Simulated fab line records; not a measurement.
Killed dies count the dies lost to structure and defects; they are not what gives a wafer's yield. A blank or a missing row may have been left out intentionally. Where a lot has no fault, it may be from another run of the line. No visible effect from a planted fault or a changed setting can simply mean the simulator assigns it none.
Which tool is to blame? + flow nand_harc + 37 wafers from 13 lots sampled at 6 of the route's 1159 steps

== WHAT THE GAUGES READ, wafer by wafer ==
NHARC_A_ONON_D1_THK_MEAS_24: measures by ellipsometry. Usual: thk_nm reads 1000 nm (standard deviation 12).
| lot  | measured     | on            | thk_nm (nm)    | flag |
|------|--------------|---------------|----------------|------|
| L340 | day 7 23:20  | film_metro-02 | 966 966 965    |      |
| L342 | day 8 19:26  | film_metro-01 | 1008 1005 1004 |      |
| L341 | day 8 19:27  | film_metro-01 | 1021 1019 1020 |      |
| L345 | day 9 06:38  | film_metro-02 | 1010 1011 1008 |      |
| L348 | day 9 20:43  | film_metro-02 | 1003 1003 1005 |      |
| L353 | day 11 07:57 | film_metro-02 | 1570 1001      | OFF  |
| L351 | day 11 08:19 | film_metro-01 | 1577 1579      | OFF  |
| L355 | day 11 14:35 | film_metro-02 | 996 997 996    |      |
| L358 | day 12 05:56 | film_metro-02 | 1007 1007 1006 |      |
| L359 | day 12 22:28 | film_metro-01 | 1008 1009 1008 |      |
| L361 | day 13 06:04 | film_metro-01 | 974 975 975    |      |
| L362 | day 13 21:19 | film_metro-02 | 1006 1003 1005 |      |
| L363 | day 13 21:19 | film_metro-02 | 1012 1013 1011 |      |

NHARC_END_SORT_01. Usual: killed_at_array 27, standard deviation 11; killed_at_other 0.7, standard deviation 0.93; killed_at_periphery 2.9, standard deviation 1.9; killed_dies 30, standard deviation 11; killed_open 3.1, standard deviation 1.7; killed_short 1.9, standard deviation 1.3.
| lot  | measured     | on        | killed_at_array | killed_at_other | killed_at_periphery | killed_dies | killed_open | killed_short | flag |
|------|--------------|-----------|-----------------|-----------------|---------------------|-------------|-------------|--------------|------|
| L353 | day 22 02:30 | prober-01 | 672 41          | 2 1             | 3 4                 | 677 46      | 1 4         | 2 4          | OFF  |
| L351 | day 22 19:01 | prober-01 | 674 674         | 0 0             | 3 3                 | 677 677     | 2 2         | 1 4          | OFF  |

== TOOL THAT RAN EACH LOT (tool first, then ch and the chambers of the sampled wafers, then the start) ==
| lot  | NHARC_P_BONDPAD_DESCUM_11          | NHARC_P_BONDPAD_DEGAS_25     | NHARC_P_BONDPAD_ACTIVATE_29        | NHARC_A_ONON_D1_DEP_22           |
|------|------------------------------------|------------------------------|------------------------------------|----------------------------------|
| L340 | rie_diel-06 ch 0,2, day 6 08:14    | pvd_sputter-01, day 6 09:13  | rie_diel-06 ch 1,2, day 6 10:56    | pecvd_onon-02 ch 0, day 7 22:50  |
| L342 | rie_diel-06 ch 1,2,3, day 7 05:54  | pvd_sputter-02, day 7 06:52  | rie_diel-06 ch 0,2,3, day 7 08:34  | pecvd_onon-03 ch 0, day 8 18:55  |
| L341 | rie_diel-06 ch 2,3, day 7 08:06    | pvd_sputter-01, day 7 09:17  | rie_diel-06 ch 0,2,3, day 7 11:04  | pecvd_onon-02 ch 0, day 8 18:59  |
| L345 | rie_diel-06 ch 0,3, day 7 14:53    | pvd_sputter-02, day 7 15:53  | rie_diel-06 ch 0,3, day 7 17:32    | pecvd_onon-02 ch 0, day 9 06:11  |
| L348 | rie_diel-08 ch 0,1, day 8 02:37    | pvd_sputter-02, day 8 03:34  | rie_diel-06 ch 0,2,3, day 8 05:16  | pecvd_onon-02 ch 0, day 9 20:16  |
| L353 | rie_diel-01 ch 0,1, day 9 19:23    | pvd_sputter-03, day 9 20:22  | rie_diel-08 ch 2,3, day 9 22:04    | pecvd_onon-02 ch 0, day 11 07:26 |
| L351 | rie_diel-08 ch 0,2, day 9 20:00    | pvd_sputter-02, day 9 20:56  | rie_diel-06 ch 1,3, day 9 22:38    | pecvd_onon-02 ch 0, day 11 07:47 |
| L355 | rie_diel-06 ch 0,1, day 10 01:18   | pvd_sputter-01, day 10 02:14 | rie_diel-08 ch 1,2, day 10 03:58   | pecvd_onon-03 ch 0, day 11 14:02 |
| L358 | rie_diel-06 ch 0,2, day 10 15:46   | pvd_sputter-03, day 10 16:41 | rie_diel-06 ch 1,3, day 10 18:22   | pecvd_onon-04 ch 0, day 12 05:29 |
| L359 | rie_diel-01 ch 0,1,3, day 11 07:10 | pvd_sputter-03, day 11 08:16 | rie_diel-06 ch 0,1,2, day 11 11:47 | pecvd_onon-03 ch 0, day 12 22:01 |
| L361 | rie_diel-08 ch 1,2, day 11 16:10   | pvd_sputter-03, day 11 17:49 | rie_diel-06 ch 0,3, day 11 19:29   | pecvd_onon-04 ch 0, day 13 05:37 |
| L362 | rie_diel-08 ch 1,2,3, day 12 00:17 | pvd_sputter-03, day 12 01:19 | rie_diel-08 ch 1,3, day 12 02:59   | pecvd_onon-03 ch 0, day 13 20:55 |
| L363 | rie_diel-06 ch 1,2,3, day 12 01:18 | pvd_sputter-02, day 12 02:16 | rie_diel-06 ch 1,2,3, day 12 03:58 | pecvd_onon-04 ch 0, day 13 20:55 |
- NHARC_P_BONDPAD_DESCUM_11: chemistry O2, time 3 s.
- NHARC_P_BONDPAD_DEGAS_25: time 60 s.
- NHARC_P_BONDPAD_ACTIVATE_29: chemistry N2, time 60 s.
- NHARC_A_ONON_D1_DEP_22: target thk 1000 nm.

== WHAT THE TOOLS THEMSELVES READ (means of the sampled wafers that have a number; where no wafer has one, the mark that the record gives instead) ==
NHARC_P_BONDPAD_DESCUM_11. Usual: drypump_motor_current_A 5.6 A, standard deviation 0.45; oes_product_au 0.998 a.u., standard deviation 0.007; rf_vpp_V 57.8 V, standard deviation 0.84; showerhead_plenum_p_Torr 1.89 Torr, standard deviation 0.073; throttle_valve_pct 11.311 %, standard deviation 0.0086.
| lot  | tool        | drypump_motor_current_A (A) | oes_product_au (a.u.) | rf_vpp_V (V) | showerhead_plenum_p_Torr (Torr) | throttle_valve_pct (%) | flag |
|------|-------------|-----------------------------|-----------------------|--------------|---------------------------------|------------------------|------|
| L340 | rie_diel-06 | 5.6                         | 0.998                 | 58.0         | 1.89                            | 11.313                 |      |
| L342 | rie_diel-06 | 5.7                         | 1.000                 | 57.6         | 1.90                            | 11.313                 |      |
| L341 | rie_diel-06 | 5.3                         | 0.992                 | 58.0         | 1.90                            | 11.310                 |      |
| L345 | rie_diel-06 | 5.9                         | 1.002                 | 57.2         | 1.86                            | 11.317                 |      |
| L348 | rie_diel-08 | 6.2                         | 0.997                 | 57.5         | 1.85                            | 11.307                 |      |
| L353 | rie_diel-01 | 5.7                         | 0.998                 | 57.0         | 1.91                            | 11.308                 |      |
| L351 | rie_diel-08 | 5.6                         | 0.999                 | 57.8         | 1.93                            | 11.316                 |      |
| L355 | rie_diel-06 | 6.0                         | 1.008                 | 57.9         | 1.90                            | 11.318                 |      |
| L358 | rie_diel-06 | 5.5                         | 1.002                 | 57.8         | 1.89                            | 11.304                 |      |
| L359 | rie_diel-01 | 5.4                         | 0.993                 | 57.8         | 1.94                            | 11.315                 |      |
| L361 | rie_diel-08 | 5.6                         | 0.989                 | 58.1         | 1.99                            | 11.311                 |      |
| L362 | rie_diel-08 | 5.7                         | 0.990                 | 58.0         | 1.90                            | 11.296                 |      |
| L363 | rie_diel-06 | 5.7                         | 0.996                 | 58.2         | 1.89                            | 11.308                 |      |

NHARC_P_BONDPAD_DEGAS_25. Usual: heater_power_w reads 464 W (standard deviation 33).
| lot  | tool           | heater_power_w (W) | flag |
|------|----------------|--------------------|------|
| L340 | pvd_sputter-01 | 465                |      |
| L342 | pvd_sputter-02 | 458                |      |
| L341 | pvd_sputter-01 | 471                |      |
| L345 | pvd_sputter-02 | 465                |      |
| L348 | pvd_sputter-02 | 437                |      |
| L353 | pvd_sputter-03 | 459                |      |
| L351 | pvd_sputter-02 | 455                |      |
| L355 | pvd_sputter-01 | 488                |      |
| L358 | pvd_sputter-03 | 462                |      |
| L359 | pvd_sputter-03 | 476                |      |
| L361 | pvd_sputter-03 | 437                |      |
| L362 | pvd_sputter-03 | 473                |      |
| L363 | pvd_sputter-02 | 487                |      |

NHARC_P_BONDPAD_ACTIVATE_29. Usual: drypump_motor_current_A 5.7 A, standard deviation 0.4; oes_product_au 1.000 a.u., standard deviation 0.0071; rf_vpp_V 64.0 V, standard deviation 0.9; showerhead_plenum_p_Torr 1.74 Torr, standard deviation 0.056.
| lot  | tool        | drypump_motor_current_A (A) | oes_product_au (a.u.) | rf_vpp_V (V) | showerhead_plenum_p_Torr (Torr) | flag |
|------|-------------|-----------------------------|-----------------------|--------------|---------------------------------|------|
| L340 | rie_diel-06 | 5.4                         | 1.001                 | 64.8         | 1.77                            |      |
| L342 | rie_diel-06 | 5.6                         | 1.000                 | 64.7         | 1.74                            |      |
| L341 | rie_diel-06 | 5.6                         | 1.009                 | 64.5         | 1.74                            |      |
| L345 | rie_diel-06 | 5.9                         | 1.006                 | 63.5         | 1.72                            |      |
| L348 | rie_diel-06 | 5.6                         | 1.009                 | 64.5         | 1.74                            |      |
| L353 | rie_diel-08 | 5.3                         | 1.006                 | 63.1         | 1.78                            |      |
| L351 | rie_diel-06 | 6.0                         | 1.002                 | 64.3         | 1.74                            |      |
| L355 | rie_diel-08 | 5.6                         | 1.000                 | 65.1         | 1.85                            |      |
| L358 | rie_diel-06 | 6.0                         | 0.995                 | 63.8         | 1.72                            |      |
| L359 | rie_diel-06 | 5.6                         | 0.993                 | 63.7         | 1.76                            |      |
| L361 | rie_diel-06 | 5.9                         | 0.992                 | 63.2         | 1.71                            |      |
| L362 | rie_diel-08 | 5.8                         | 0.999                 | 64.0         | 1.66                            |      |
| L363 | rie_diel-06 | 5.7                         | 0.991                 | 64.3         | 1.75                            |      |

== THE ANSWER, worked out from the rows above alone ==
Rule: a lot is off if the mean of its wafers that have a number lies more than 3 standard deviations from the usual mean. A lot without any number at a reading at which 4 lots or more have one is off too. Where the step has rows for the other lots, those lots are counted as sound. First the gauges in route order, then the tools' own readings, where a lot's mean is used as printed above. The first step at which some lot is off is used, and at that step the reading that is off furthest; a lot without a number counts as furthest.
Off at NHARC_A_ONON_D1_THK_MEAS_24 (thk_nm): L353, L351.
A tool fits if, at a process step before that reading, it ran every lot that is off, and no sound lot after the first of them. Not tried: the gauges at NHARC_A_ONON_D1_THK_MEAS_24; whatever is off there is also off at NHARC_END_SORT_01, on other tools, and gauge error can't account for it. One fits: pecvd_onon-02 at NHARC_A_ONON_D1_DEP_22. Its last sound lot is L348 (day 9 20:16), its first lot that is off L353 (day 11 07:26): a fault that began between those two fits.

== WHAT THE SIMULATOR HAD PUT IN ==
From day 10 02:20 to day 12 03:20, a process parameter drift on pecvd_onon-02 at NHARC_A_ONON_D1_DEP_22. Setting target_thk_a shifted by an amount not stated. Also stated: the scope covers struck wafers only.
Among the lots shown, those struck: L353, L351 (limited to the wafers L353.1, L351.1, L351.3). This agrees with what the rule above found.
